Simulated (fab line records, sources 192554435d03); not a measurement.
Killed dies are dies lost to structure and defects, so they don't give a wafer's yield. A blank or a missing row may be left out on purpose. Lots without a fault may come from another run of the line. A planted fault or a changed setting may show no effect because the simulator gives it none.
fab line records | flow n5_finfet
record lots=24 wafers=72 last_day=19
route steps=1938 shown FIN_CUT@164 STI_FIN_REVEAL@196 DUMMY_GATE@236
lots that met no fault: from a run of the same line without faults
start_h: hours from the record's first day to the start of the lot's first wafer shown | wait_h: hours since the lot's step before | " the same as in the row above | L1.1+2: a row that stands for several wafers | - no value, or no start given | * or withheld: withheld | < > ~ a bound
route shown NAME@n: a module of which the file shows steps, and the number in the route of the first | usual: mean/standard deviation of fault-free wafers | same: alike in all rows | chamber/n: place in a boat | sites: the reading at each site | _std_site: their standard deviation | _edge_site: outer sites' mean less inner sites' | radius_mm: how far each site lies from the wafer's centre | mask NAME#n: copy n | behind: the tool/chamber that last shaped the wafer | hold: why the lot was held/for how many hours/how that ended | device: the transistor (n, p or np) that didn't switch | end of line: the same wafers' tests at the end of the route | a step without rows: its recipe alone | killed: dies lost to structure and defects at the first sort, not the wafer's yield | map: a wafer's dies, x killed, . not, _ none there
set.NAME: the setting as run; set.NAME@STEP: as run at that earlier step | model.NAME: the simulator's own value behind a step, which no gauge read
steps of the route over a sample of lots; a table a step, a row a wafer
services: from which hour (start_h, from the record's first day; less than 0 if before it) a tool's chamber was out of use, for how many hours, and why
## steps
# step N5_FIN_CUT_OVL_MEAS_09
# recipe points_per_wafer=522
# usual FIN_CUT_OVL=0.0/0.75
# columns lot.wafer tool chamber start_h wait_h FIN_CUT_OVL[nm]
L074.1 overlay-01 0 27.76 0.0 0.5
L074.3 " 0 " " -0.4
L074.5 " 0 " " -0.5
L075.2 overlay-01 0 32.81 0.0 -0.6
L075.4 " 0 " " -1.3
L075.6 " 0 " " -0.8
L076.1 overlay-02 0 38.51 0.0 0.3
L076.4 " 0 " " -0.5
L076.6 " 0 " " 0.4
L077.1 overlay-01 0 44.19 0.0 -0.9
L077.4 " 0 " " -1.9
L077.6 " 0 " " -0.5
L078.2 overlay-02 0 50.30 0.0 -0.4
L078.4 " 0 " " 0.1
L078.6 " 0 " " 0.5
L079.2 overlay-01 0 58.04 0.0 -0.7
L079.3 " 0 " " -1.0
L079.5 " 0 " " -0.2
L080.1 overlay-01 0 63.72 0.0 -0.9
L080.3 " 0 " " -0.3
L080.5 " 0 " " -0.9
L081.1 overlay-02 0 69.51 0.0 -0.7
L081.2 " 0 " " 0.3
L081.6 " 0 " " 0.3
L082.1 overlay-02 0 74.21 0.0 -0.2
L082.4 " 0 " " 0.2
L082.5 " 0 " " 0.1
L083.2 overlay-01 0 79.97 0.0 0.7
L083.4 " 0 " " 0.3
L083.6 " 0 " " 0.4
L084.2 overlay-02 0 88.24 0.0 -0.6
L084.5 " 0 " " -0.3
L084.6 " 0 " " 0.7
L085.2 overlay-02 0 93.60 0.0 0.9
L085.5 " 0 " " -0.2
L085.6 " 0 " " 0.5
L086.1 overlay-02 0 102.01 0.0 -0.5
L086.3 " 0 " " -1.7
L086.5 " 0 " " 0.2
L087.2 overlay-01 0 106.98 0.0 -1.4
L087.3 " 0 " " 1.2
L087.6 " 0 " " -0.6
L088.2 overlay-01 0 110.72 0.0 -0.1
L088.3 " 0 " " 1.3
L088.4 " 0 " " -0.1
L089.1 overlay-02 0 116.73 0.0 -0.8
L089.4 " 0 " " 0.8
L089.6 " 0 " " 1.7
L090.3 overlay-01 0 123.14 0.0 0.7
L090.4 " 0 " " -0.9
L090.6 " 0 " " -1.0
L091.2 overlay-02 0 129.31 0.0 0.9
L091.5 " 0 " " -0.1
L091.6 " 0 " " -0.3
L092.3 overlay-02 0 134.22 0.0 0.0
L092.5 " 0 " " 0.1
L092.6 " 0 " " -1.0
L093.2 overlay-02 0 140.89 0.0 0.4
L093.3 " 0 " " 1.2
L093.4 " 0 " " 0.1
L094.3 overlay-01 0 147.15 0.0 0.1
L094.5 " 0 " " -0.2
L094.6 " 0 " " -1.1
L095.2 overlay-02 0 154.70 0.0 -0.4
L095.5 " 0 " " 0.3
L095.6 " 0 " " -0.1
L096.1 overlay-01 0 160.32 0.0 1.1
L096.2 " 0 " " 0.9
L096.5 " 0 " " 1.7
L097.3 overlay-01 0 167.02 0.0 -0.5
L097.4 " 0 " " -0.1
L097.5 " 0 " " -0.1
# step N5_FIN_CUT_ETCH_30
# recipe chemistry=N2/H2 target=underlayer target_depth_a=130 mask_material=CAR-EUV time_s=10.4 ion_energy_ev=200 pressure_mtorr=30 source_w=840 bias_w=150 n2_flow_sccm=200 h2_flow_sccm=200 ends=cleared
# usual drypump_motor_current_A=5.5/0.51 etch_rf_on_time_s=10.43/0.23 oes_product_au=0.67/0.074 rf_vpp_V=525/3.1 showerhead_plenum_p_Torr=2.57/0.11 throttle_valve_pct=17.90/0.23
# columns lot.wafer tool chamber start_h wait_h drypump_motor_current_A etch_rf_on_time_s oes_product_au rf_hours_counter_h rf_vpp_V showerhead_plenum_p_Torr throttle_valve_pct
L074.1 rie_diel-05 2 27.88 0.0 5.0 10.54 0.59 228 519 2.39 18.19
L074.3 " 3 " " 6.1 10.84 0.58 240 523 2.48 17.75
L074.5 " 2 " " 5.0 10.40 0.59 - 520 2.39 18.19
L075.2 rie_diel-05 1 32.93 0.0 5.6 9.98 0.80 12 529 2.71 17.80
L075.4 " 3 " " 6.1 10.94 0.58 242 523 2.48 17.77
L075.6 " 2 " " 5.0 10.59 0.59 - 520 2.39 18.19
L076.1 rie_diel-05 1 38.63 0.0 5.6 9.93 0.79 14 528 2.71 17.81
L076.4 " 3 " " 6.2 10.98 0.57 244 523 2.48 17.76
L076.6 " 0 " " 5.8 10.47 0.77 - 529 2.71 17.64
L077.1 rie_diel-05 0 44.32 0.0 5.8 10.46 0.77 23 529 2.71 17.62
L077.4 " 2 " " 5.0 10.52 0.59 233 520 2.39 18.20
L077.6 " 3 " " 6.1 10.87 0.57 - 523 2.48 17.77
L078.2 rie_diel-04 2 50.80 0.0 5.1 10.41 0.64 159 521 2.42 17.71
L078.4 " 0 " " 5.3 10.61 0.65 115 525 2.57 17.59
L078.6 " 0 " " 5.3 10.53 0.66 - 525 2.57 17.57
L079.2 rie_diel-04 2 58.16 0.0 5.1 10.28 0.63 161 519 2.42 17.73
L079.3 " 0 " " 5.3 10.48 0.66 117 525 2.57 17.58
L079.5 " 1 " " 4.9 10.41 0.66 - 526 2.66 18.21
L080.1 rie_diel-03 2 63.85 0.0 6.2 10.17 0.63 197 525 2.62 17.86
L080.3 " 1 " " 6.1 10.53 0.64 126 524 2.55 18.00
L080.5 " 1 " " 6.1 10.60 0.63 - 524 2.55 17.99
L081.1 rie_diel-05 1 69.64 0.0 5.6 10.07 0.79 23 528 2.70 17.83
L081.2 " 2 " " 5.0 10.57 0.58 242 519 2.39 18.22
L081.6 " 0 " " 5.8 10.47 0.76 - 528 2.71 17.65
L082.1 rie_diel-05 1 74.34 0.0 5.6 10.12 0.76 25 529 2.70 17.82
L082.4 " 3 " " 6.1 10.50 0.84 0 522 2.48 17.42
L082.5 " 1 " " 5.6 10.10 0.78 - 528 2.70 17.84
L083.2 rie_diel-03 2 80.34 0.0 6.1 10.10 0.62 202 526 2.62 17.87
L083.4 " 0 " " 4.9 10.29 0.68 - 521 2.45 18.09
L083.6 " 3 " " 6.3 10.38 0.60 - 522 2.49 18.22
L084.2 rie_diel-05 2 88.39 0.0 5.0 10.53 0.58 247 521 2.39 18.22
L084.5 " 1 " " 5.5 10.05 0.77 - 529 2.70 17.84
L084.6 " 0 " " 5.8 10.52 0.74 - 526 2.71 17.66
L085.2 rie_diel-03 1 93.72 0.0 6.0 10.66 0.63 131 523 2.55 17.99
L085.5 " 0 " " 4.9 10.48 0.67 - 523 2.45 18.09
L085.6 " 3 " " 6.3 10.60 0.60 - 523 2.49 18.22
L086.1 rie_diel-04 0 102.14 0.0 5.3 10.57 0.64 129 523 2.56 17.59
L086.3 " 1 " " 4.9 10.61 0.64 137 525 2.65 18.25
L086.5 " 2 " " 5.1 10.54 0.63 - 520 2.42 17.75
L087.2 rie_diel-04 1 107.10 0.0 5.0 10.42 0.66 138 528 2.65 18.23
L087.3 " 3 " " 4.9 10.55 0.65 148 525 2.64 17.97
L087.6 " 1 " " 4.9 10.50 0.65 - 527 2.65 18.22
L088.2 rie_diel-03 1 110.84 0.0 6.1 10.55 0.63 135 524 2.55 18.02
L088.3 " 2 " " 6.1 10.30 0.61 210 527 2.62 17.89
L088.4 " 0 " " 4.9 10.34 0.67 135 521 2.45 18.11
L089.1 rie_diel-03 3 116.86 0.0 6.3 10.41 0.59 238 524 2.49 18.23
L089.4 " 3 " " 6.3 10.45 0.59 - 522 2.49 18.25
L089.6 " 0 " " 4.9 10.33 0.67 - 521 2.45 18.11
L090.3 rie_diel-05 1 123.26 0.0 5.6 10.24 0.75 39 528 2.69 17.86
L090.4 " 0 " " 5.8 10.56 0.72 - 529 2.70 17.70
L090.6 " 1 " " 5.6 10.21 0.74 - 528 2.69 17.84
L091.2 rie_diel-04 0 129.43 0.0 5.3 10.40 0.64 136 524 2.56 17.61
L091.5 " 3 " " 4.9 10.76 0.64 - 526 2.64 17.96
L091.6 " 2 " " 5.1 10.29 0.63 - 521 2.41 17.75
L092.3 rie_diel-04 3 134.33 0.0 4.9 10.71 0.64 156 526 2.63 17.97
L092.5 " 2 " " 5.1 10.29 0.62 - 521 2.41 17.76
L092.6 " 3 " " 4.9 10.83 0.63 - 528 2.63 17.96
L093.2 rie_diel-03 0 141.01 0.0 4.9 10.40 0.66 144 520 2.45 18.15
L093.3 " 1 " " 6.0 10.49 0.63 144 524 2.54 18.03
L093.4 " 3 " " 6.3 10.42 0.58 246 521 2.49 18.27
L094.3 rie_diel-03 1 147.26 0.0 6.1 10.46 0.63 145 524 2.54 18.04
L094.5 " 3 " " 6.3 10.40 0.58 - 524 2.48 18.25
L094.6 " 0 " " 4.9 10.34 0.67 - 523 2.44 18.15
L095.2 rie_diel-05 0 154.82 0.0 5.8 10.51 0.72 58 528 2.70 17.72
L095.5 " 1 " " 5.6 9.93 0.74 - 528 2.69 17.86
L095.6 " 2 " " 5.0 10.17 0.83 - 528 2.70 17.82
L096.1 rie_diel-05 1 160.46 0.0 5.6 10.08 0.73 51 526 2.69 17.87
L096.2 " 0 " " 5.8 10.55 0.71 59 529 2.70 17.71
L096.5 " 1 " " 5.6 10.08 0.74 - 529 2.69 17.88
L097.3 rie_diel-05 3 167.14 0.0 6.1 10.33 0.76 28 521 2.47 17.45
L097.4 " 2 " " 5.0 10.12 0.82 13 526 2.70 17.84
L097.5 " 2 " " 5.0 10.18 0.81 - 528 2.70 17.81
# step N5_STI_FIN_REVEAL_RECESS_09
# recipe chemistry=HF/NH3 target=SiO2 afs_cycles=11 target_depth_a=425 temp_c=30 sublimation_temp_c=180 sublimation_time_s=60
# usual drypump_motor_current_A=5.81/0.2
# columns lot.wafer tool chamber start_h wait_h drypump_motor_current_A
L074.1 vapor_etch-01 1 34.67 0.0 5.44
L074.3 " 0 " " 5.77
L074.5 " 1 " " 5.44
L075.2 vapor_etch-02 1 39.91 0.0 5.96
L075.4 " 1 " " 5.95
L075.6 " 1 " " 5.98
L076.1 vapor_etch-02 0 45.48 0.0 5.93
L076.4 " 0 " " 5.93
L076.6 " 1 " " 5.99
L077.1 vapor_etch-01 1 51.71 0.0 5.44
L077.4 " 0 " " 5.76
L077.6 " 1 " " 5.44
L078.2 vapor_etch-02 0 60.41 0.0 5.96
L078.4 " 1 " " 5.99
L078.6 " 0 " " 5.91
L079.2 vapor_etch-02 1 67.17 0.0 5.97
L079.3 " 1 " " 5.98
L079.5 " 0 " " 5.89
L080.1 vapor_etch-01 0 70.69 0.0 5.77
L080.3 " 1 " " 5.45
L080.5 " 1 " " 5.44
L081.1 vapor_etch-02 0 77.67 0.0 5.91
L081.2 " 1 " " 5.99
L081.6 " 0 78.73 1.1 5.93
L082.1 vapor_etch-02 0 81.17 0.0 5.93
L082.4 " 0 " " 5.91
L082.5 " 0 " " 5.90
L083.2 vapor_etch-02 0 87.31 0.0 5.92
L083.4 " 0 " " 5.90
L083.6 " 0 " " 5.89
L084.2 vapor_etch-02 1 95.20 0.0 6.02
L084.5 " 1 96.26 1.1 5.99
L084.6 " 0 " " 5.92
L085.2 vapor_etch-02 1 100.79 0.0 6.03
L085.5 " 1 101.85 1.1 5.97
L085.6 " 0 " " 5.93
L086.1 vapor_etch-02 1 110.14 0.0 6.04
L086.3 " 1 " " 5.98
L086.5 " 1 " " 6.01
L087.2 vapor_etch-01 1 114.51 0.0 5.45
L087.3 " 1 " " 5.46
L087.6 " 0 " " 5.78
L088.2 vapor_etch-02 0 118.42 0.0 5.93
L088.3 " 0 " " 5.91
L088.4 " 1 " " 5.97
L089.1 vapor_etch-01 1 123.76 0.0 5.43
L089.4 " 0 " " 5.77
L089.6 " 0 " " 5.79
L090.3 vapor_etch-02 1 130.93 0.6 5.99
L090.4 " 0 " " 5.95
L090.6 " 0 " " 5.92
L091.2 vapor_etch-02 1 136.60 0.0 6.03
L091.5 " 1 137.66 1.1 5.98
L091.6 " 0 " " 5.92
L092.3 vapor_etch-01 0 141.66 0.6 5.79
L092.5 " 0 " " 5.79
L092.6 " 1 " " 5.43
L093.2 vapor_etch-01 1 148.03 0.0 5.44
L093.3 " 0 " " 5.78
L093.4 " 1 " " 5.46
L094.3 vapor_etch-01 1 154.59 0.6 5.44
L094.5 " 0 " " 5.78
L094.6 " 1 " " 5.44
L095.2 vapor_etch-02 0 161.74 0.0 5.91
L095.5 " 0 162.80 1.1 5.92
L095.6 " 1 " " 5.98
L096.1 vapor_etch-01 1 167.36 0.0 5.45
L096.2 " 0 " " 5.80
L096.5 " 1 168.42 1.1 5.45
L097.3 vapor_etch-01 0 175.15 0.6 5.78
L097.4 " 1 " " 5.44
L097.5 " 0 " " 5.77
# step N5_DUMMY_GATE_ETCH_36
# recipe chemistry=CF4 target=SiARC target_depth_a=130 pressure_mtorr=40 source_w=545 bias_w=36 Ar_flow_sccm=100 cf4_flow_sccm=100 ion_energy_ev=80
# usual drypump_motor_current_A=5.5/0.49 oes_product_au=0.79/0.086 rf_vpp_V=184.5/1.3 showerhead_plenum_p_Torr=2.17/0.088 throttle_valve_pct=15.71/0.24
# columns lot.wafer tool chamber start_h wait_h drypump_motor_current_A oes_product_au rf_hours_counter_h rf_vpp_V showerhead_plenum_p_Torr throttle_valve_pct
L074.1 rie_diel-05 2 50.03 0.0 5.0 0.68 235 183.3 2.03 16.06
L074.3 " 0 " " 5.8 0.90 25 186.6 2.27 15.46
L074.5 " 0 " " 5.8 0.89 - 186.0 2.27 15.46
L075.2 rie_diel-04 2 54.48 0.0 5.1 0.74 160 183.1 2.06 15.68
L075.4 " 0 " " 5.3 0.77 116 184.5 2.15 15.35
L075.6 " 1 " " 4.9 0.77 - 184.7 2.24 15.92
L076.1 rie_diel-05 1 58.14 0.0 5.6 0.92 19 186.3 2.29 15.71
L076.4 " 2 " " 5.0 0.68 - 182.5 2.03 16.06
L076.6 " 0 " " 5.8 0.88 - 185.0 2.27 15.46
L077.1 rie_diel-04 1 63.46 0.0 4.9 0.76 127 184.2 2.24 15.94
L077.4 " 2 " " 5.1 0.75 163 182.8 2.06 15.67
L077.6 " 2 " " 5.1 0.74 - 183.7 2.06 15.67
L078.2 rie_diel-05 1 76.79 0.0 5.6 0.91 25 185.8 2.29 15.73
L078.4 " 2 " " 5.0 0.68 243 182.5 2.03 16.07
L078.6 " 2 " " 5.0 0.68 - 183.2 2.03 16.08
L079.2 rie_diel-05 2 80.82 0.0 5.0 0.69 245 181.3 2.03 16.08
L079.3 " 3 " " 6.2 0.96 2 184.5 2.11 15.23
L079.5 " 2 " " 5.0 0.68 - 182.4 2.03 16.08
L080.1 rie_diel-05 2 84.13 0.0 5.0 0.68 246 182.4 2.03 16.09
L080.3 " 3 " " 6.1 0.95 3 183.4 2.11 15.23
L080.5 " 2 " " 5.0 0.68 - 182.5 2.02 16.06
L081.1 rie_diel-04 0 90.26 0.0 5.3 0.75 125 183.7 2.15 15.37
L081.2 " 1 " " 4.9 0.76 133 184.4 2.24 15.97
L081.6 " 1 " " 4.9 0.76 - 186.7 2.24 15.96
L082.1 rie_diel-04 1 93.20 0.0 4.9 0.77 134 185.8 2.24 15.97
L082.4 " 3 " " 4.9 0.76 145 185.2 2.22 15.69
L082.5 " 3 " " 4.9 0.76 - 185.8 2.22 15.68
L083.2 rie_diel-03 1 98.80 0.0 6.0 0.76 132 184.4 2.15 15.80
L083.4 " 0 " " 4.9 0.79 133 183.5 2.05 15.80
L083.6 " 2 " " 6.1 0.72 - 183.7 2.21 15.72
L084.2 rie_diel-05 2 108.06 0.0 5.0 0.67 253 182.4 2.02 16.10
L084.5 " 1 " " 5.6 0.88 - 186.4 2.28 15.75
L084.6 " 2 " " 5.0 0.67 - 182.2 2.02 16.08
L085.2 rie_diel-04 0 112.94 0.0 5.3 0.75 132 184.1 2.15 15.37
L085.5 " 1 " " 4.9 0.76 - 186.0 2.24 15.98
L085.6 " 0 " " 5.3 0.75 - 184.5 2.15 15.38
L086.1 rie_diel-03 3 123.63 0.0 6.3 0.69 240 183.7 2.12 16.17
L086.3 " 2 " " 6.1 0.72 214 184.4 2.21 15.75
L086.5 " 1 " " 6.1 0.74 - 182.4 2.15 15.79
L087.2 rie_diel-05 3 128.32 0.0 6.1 0.91 14 182.5 2.10 15.26
L087.3 " 0 " " 5.8 0.86 49 186.2 2.27 15.50
L087.6 " 3 " " 6.1 0.91 - 183.0 2.10 15.25
L088.2 rie_diel-05 1 134.17 0.0 5.6 0.87 42 188.0 2.28 15.76
L088.3 " 0 " " 5.8 0.85 51 185.5 2.27 15.50
L088.4 " 3 " " 6.1 0.90 - 183.1 2.10 15.25
L089.1 rie_diel-04 3 135.26 0.0 4.9 0.75 156 186.0 2.21 15.71
L089.4 " 2 " " 5.1 0.73 181 182.6 2.06 15.70
L089.6 " 2 " " 5.1 0.74 - 183.1 2.06 15.71
L090.3 rie_diel-03 0 142.11 0.0 4.9 0.78 145 184.8 2.05 15.83
L090.4 " 2 " " 6.1 0.72 219 186.1 2.21 15.76
L090.6 " 2 " " 6.1 0.72 - 183.5 2.21 15.74
L091.2 rie_diel-04 1 148.53 0.0 4.9 0.74 149 184.8 2.23 16.01
L091.5 " 2 " " 5.1 0.73 - 183.7 2.05 15.72
L091.6 " 3 " " 4.9 0.75 - 185.4 2.21 15.70
L092.3 rie_diel-05 2 153.31 0.0 5.0 0.98 6 186.8 2.28 15.60
L092.5 " 3 " " 6.1 0.89 - 184.6 2.10 15.26
L092.6 " 2 " " 5.0 0.97 - 186.5 2.28 15.60
L093.2 rie_diel-03 2 160.41 0.0 6.1 0.71 226 185.7 2.21 15.76
L093.3 " 1 " " 6.0 0.73 - 184.6 2.15 15.83
L093.4 " 2 " " 6.1 0.71 - 184.3 2.21 15.77
L094.3 rie_diel-05 2 165.72 0.0 5.0 0.95 12 185.2 2.27 15.62
L094.5 " 1 " " 5.6 0.85 - 185.4 2.28 15.79
L094.6 " 2 " " 5.0 0.95 - 186.5 2.27 15.62
L095.2 rie_diel-03 0 173.51 0.0 4.9 0.77 154 182.3 2.05 15.88
L095.5 " 0 " " 4.9 0.77 - 184.7 2.05 15.86
L095.6 " 1 " " 6.0 0.72 - 184.6 2.14 15.84
L096.1 rie_diel-05 2 178.91 0.0 5.0 0.93 17 186.5 2.27 15.63
L096.2 " 1 " " 5.6 0.85 58 185.4 2.27 15.81
L096.5 " 1 " " 5.6 0.85 - 185.4 2.27 15.79
L097.3 rie_diel-03 3 186.91 0.0 6.3 0.96 4 184.0 2.12 15.69
L097.4 " 1 " " 6.0 0.72 163 185.4 2.14 15.85
L097.5 " 0 " " 4.9 0.75 - 183.1 2.05 15.86
# step N5_DUMMY_GATE_STRIP_40
# recipe chemistry=CF4 resist=SiARC power_w=300 bias_power_w=75 pressure_mtorr=50 cf4_flow_sccm=150 rf_frequency_hz=6e+07
# usual drypump_motor_current_A=5.5/0.51 oes_product_au=0.78/0.076 rf_vpp_V=271.6/1.8 showerhead_plenum_p_Torr=1.82/0.072 throttle_valve_pct=13.70/0.22
# columns lot.wafer tool chamber start_h wait_h drypump_motor_current_A oes_product_au rf_hours_counter_h rf_vpp_V showerhead_plenum_p_Torr throttle_valve_pct
L074.1 rie_diel-04 3 50.26 0.1 4.9 0.77 132 273.0 1.86 13.66
L074.3 " 1 " " 4.9 0.77 123 272.4 1.88 13.88
L074.5 " 3 " " 4.9 0.77 - 273.3 1.86 13.63
L075.2 rie_diel-03 0 54.75 0.1 4.9 0.78 120 268.9 1.72 13.73
L075.4 " 2 " " 6.1 0.72 194 272.3 1.87 13.73
L075.6 " 0 " " 4.9 0.79 - 267.9 1.72 13.72
L076.1 rie_diel-03 0 58.36 0.1 4.9 0.80 121 270.5 1.72 13.73
L076.4 " 3 " " 6.3 0.69 221 271.2 1.77 14.05
L076.6 " 2 " " 6.1 0.72 - 271.7 1.87 13.73
L077.1 rie_diel-05 0 63.68 0.1 5.8 0.88 31 272.3 1.91 13.46
L077.4 " 1 " " 5.6 0.90 - 273.8 1.92 13.66
L077.6 " 2 " " 5.0 0.68 - 268.5 1.71 14.07
L078.2 rie_diel-03 2 77.00 0.1 6.1 0.72 201 273.2 1.87 13.74
L078.4 " 3 " " 6.3 0.70 - 270.5 1.77 14.07
L078.6 " 2 " " 6.2 0.72 - 272.1 1.87 13.75
L079.2 rie_diel-04 1 81.04 0.1 4.9 0.76 131 271.3 1.87 13.89
L079.3 " 3 " " 4.9 0.76 141 271.6 1.86 13.65
L079.5 " 2 " " 5.1 0.73 - 268.7 1.73 13.70
L080.1 rie_diel-05 3 84.35 0.1 6.1 0.94 3 272.6 1.77 13.18
L080.3 " 2 " " 5.0 0.67 246 269.4 1.70 14.11
L080.5 " 0 " " 5.8 0.86 - 272.7 1.91 13.48
L081.1 rie_diel-03 2 90.48 0.1 6.1 0.71 205 271.4 1.86 13.76
L081.2 " 1 " " 6.0 0.74 129 271.7 1.81 13.76
L081.6 " 0 " " 4.9 0.78 - 269.6 1.72 13.76
L082.1 rie_diel-04 3 93.42 0.1 4.9 0.76 145 274.0 1.86 13.68
L082.4 " 2 " " 5.1 0.73 169 269.1 1.73 13.69
L082.5 " 3 " " 4.9 0.77 - 272.5 1.86 13.67
L083.2 rie_diel-04 1 99.02 0.1 4.9 0.76 136 273.2 1.87 13.91
L083.4 " 3 " " 4.9 0.76 146 272.8 1.86 13.66
L083.6 " 3 " " 4.9 0.76 - 272.5 1.86 13.65
L084.2 rie_diel-05 3 108.28 0.1 6.2 0.92 9 270.2 1.77 13.21
L084.5 " 2 " " 5.0 0.67 - 268.8 1.70 14.08
L084.6 " 1 " " 5.6 0.86 - 272.5 1.91 13.70
L085.2 rie_diel-05 0 113.16 0.1 5.8 0.86 45 273.1 1.91 13.47
L085.5 " 0 " " 5.8 0.85 - 272.6 1.91 13.49
L085.6 " 1 " " 5.6 0.86 - 275.8 1.91 13.68
L086.1 rie_diel-03 0 124.15 0.4 4.9 0.77 140 271.0 1.72 13.79
L086.3 " 2 " " 6.2 0.70 214 272.8 1.86 13.76
L086.5 " 3 " " 6.3 0.69 - 270.2 1.77 14.12
L087.2 rie_diel-03 2 128.62 0.1 6.1 0.71 215 271.9 1.86 13.76
L087.3 " 1 " " 6.1 0.73 140 272.0 1.81 13.78
L087.6 " 2 " " 6.1 0.71 - 273.8 1.86 13.78
L088.2 rie_diel-03 3 134.39 0.1 6.3 0.68 244 270.4 1.77 14.12
L088.3 " 2 " " 6.1 0.71 217 270.5 1.86 13.76
L088.4 " 0 " " 4.9 0.77 143 269.7 1.71 13.79
L089.1 rie_diel-04 1 135.74 0.3 4.9 0.75 146 274.1 1.87 13.94
L089.4 " 3 " " 4.9 0.75 156 272.7 1.85 13.69
L089.6 " 1 " " 4.9 0.75 - 273.2 1.87 13.92
L090.3 rie_diel-05 0 142.38 0.1 5.8 0.84 54 274.0 1.91 13.51
L090.4 " 3 " " 6.1 0.89 19 271.9 1.77 13.23
L090.6 " 2 " " 5.0 0.98 - 273.7 1.91 13.54
L091.2 rie_diel-05 0 148.97 0.3 5.8 0.84 56 272.7 1.91 13.51
L091.5 " 1 " " 5.6 0.84 - 273.4 1.91 13.72
L091.6 " 0 " " 5.8 0.83 - 273.3 1.91 13.53
L092.3 rie_diel-03 2 153.55 0.1 6.1 0.70 223 273.3 1.86 13.78
L092.5 " 1 " " 6.1 0.73 - 271.8 1.81 13.81
L092.6 " 2 " " 6.1 0.69 - 271.5 1.86 13.80
L093.2 rie_diel-05 0 160.95 0.3 5.8 0.83 60 273.8 1.91 13.52
L093.3 " 2 " " 5.0 0.94 9 274.8 1.91 13.54
L093.4 " 3 " " 6.2 0.88 26 270.8 1.77 13.27
L094.3 rie_diel-05 0 165.94 0.1 5.8 0.83 61 271.8 1.91 13.53
L094.5 " 1 " " 5.6 0.84 - 273.3 1.91 13.72
L094.6 " 0 " " 5.8 0.83 - 273.0 1.91 13.54
L095.2 rie_diel-04 2 173.88 0.2 5.1 0.71 193 268.1 1.73 13.77
L095.5 " 3 " " 4.9 0.73 - 271.8 1.85 13.72
L095.6 " 0 " " 5.3 0.73 - 271.1 1.80 13.44
L096.1 rie_diel-05 1 179.12 0.1 5.6 0.83 59 274.3 1.91 13.76
L096.2 " 3 " " 6.1 0.87 33 270.9 1.76 13.26
L096.5 " 0 " " 5.8 0.83 - 273.0 1.90 13.53
L097.3 rie_diel-03 3 187.31 0.2 6.3 0.96 5 270.2 1.76 13.58
L097.4 " 0 " " 4.9 0.75 161 268.9 1.71 13.82
L097.5 " 1 " " 6.0 0.72 - 272.7 1.80 13.85
# step N5_DUMMY_GATE_CD_MEAS_50
# recipe target_cd_nm=14
# usual cd_nm=13.9/0.45
# columns lot.wafer tool chamber start_h wait_h cd_nm
L074.1 cd_sem-03 - 50.31 0.0 14.3
L074.3 " - " " 14.2
L074.5 " - " " 14.2
L075.2 cd_sem-03 - 54.80 0.0 13.0
L075.4 " - " " 13.0
L075.6 " - " " 14.0
L076.1 cd_sem-03 - 58.40 0.0 14.0
L076.4 " - " " 14.0
L076.6 " - " " 14.0
L077.1 cd_sem-01 - 63.73 0.0 14.0
L077.4 " - " " 13.4
L077.6 " - " " 12.9
L078.2 cd_sem-02 - 77.06 0.0 13.5
L078.4 " - " " 14.1
L078.6 " - " " 14.3
L079.2 cd_sem-01 - 81.09 0.0 13.6
L079.3 " - " " 13.4
L079.5 " - " " 13.2
L080.1 cd_sem-03 - 84.41 0.0 14.6
L080.3 " - " " 13.3
L080.5 " - " " 14.0
L081.1 cd_sem-03 - 90.53 0.0 13.1
L081.2 " - " " 14.1
L081.6 " - " " 13.8
L082.1 cd_sem-01 - 93.47 0.0 14.4
L082.4 " - " " 13.6
L082.5 " - " " 13.1
L083.2 cd_sem-01 - 99.07 0.0 14.0
L083.4 " - " " 13.5
L083.6 " - " " 14.1
L084.2 cd_sem-03 - 108.33 0.0 13.6
L084.5 " - " " 14.1
L084.6 " - " " 14.9
L085.2 cd_sem-01 - 113.21 0.0 14.4
L085.5 " - " " 13.8
L085.6 " - " " 13.5
L086.1 cd_sem-01 - 124.20 0.0 13.5
L086.3 " - " " 13.9
L086.5 " - " " 13.7
L087.2 cd_sem-01 - 128.67 0.0 12.8
L087.3 " - " " 14.0
L087.6 " - " " 13.6
L088.2 cd_sem-02 - 134.44 0.0 13.5
L088.3 " - " " 14.1
L088.4 " - " " 13.8
L089.1 cd_sem-02 - 135.79 0.0 14.3
L089.4 " - " " 14.0
L089.6 " - " " 13.7
L090.3 cd_sem-02 - 142.44 0.0 14.4
L090.4 " - " " 13.7
L090.6 " - " " 13.3
L091.2 cd_sem-01 - 149.03 0.0 14.1
L091.5 " - " " 14.0
L091.6 " - " " 13.9
L092.3 cd_sem-03 - 153.61 0.0 14.5
L092.5 " - " " 13.5
L092.6 " - " " 13.8
L093.2 cd_sem-03 - 161.01 0.0 14.0
L093.3 " - " " 13.6
L093.4 " - " " 14.0
L094.3 cd_sem-03 - 166.00 0.0 14.4
L094.5 " - " " 14.1
L094.6 " - " " 14.1
L095.2 cd_sem-01 - 173.93 0.0 14.2
L095.5 " - " " 14.6
L095.6 " - " " 14.5
L096.1 cd_sem-01 - 179.17 0.0 14.4
L096.2 " - " " 14.2
L096.5 " - " " 14.1
L097.3 cd_sem-01 - 187.37 0.0 14.2
L097.4 " - " " 13.3
L097.5 " - " " 13.8
## services
# columns tool chamber start_h hours kind
rie_diel-03 - 20.48 2.8 pm
rie_diel-03 3 28.11 2.7 repair
rie_diel-05 1 46.73 4.1 repair
rie_diel-05 3 56.25 - clean
rie_diel-05 3 56.25 - consumable_replace:focus_ring
rie_diel-05 3 56.25 17.2 scheduled_down
rie_diel-05 3 56.25 17.2 vent_cycle
rie_diel-03 1 70.57 13.5 repair
rie_diel-04 2 71.52 4.8 repair
vapor_etch-01 - 91.89 0.4 repair
rie_diel-05 2 111.70 7.9 repair
rie_diel-05 2 119.65 - clean
rie_diel-05 2 119.65 - consumable_replace:focus_ring
rie_diel-05 2 119.65 - consumable_replace:showerhead
rie_diel-05 2 119.65 15.2 scheduled_down
rie_diel-05 2 119.65 15.2 vent_cycle
rie_diel-05 - 147.63 0.9 repair
rie_diel-03 3 153.55 - clean
rie_diel-03 3 153.55 - consumable_replace:focus_ring
rie_diel-03 3 153.55 24.3 scheduled_down
rie_diel-03 0 154.99 7.7 repair
rie_diel-04 - 174.46 15.6 pm
rie_diel-05 2 179.59 5.7 repair
rie_diel-05 1 184.83 6.6 repair
## key
fault none
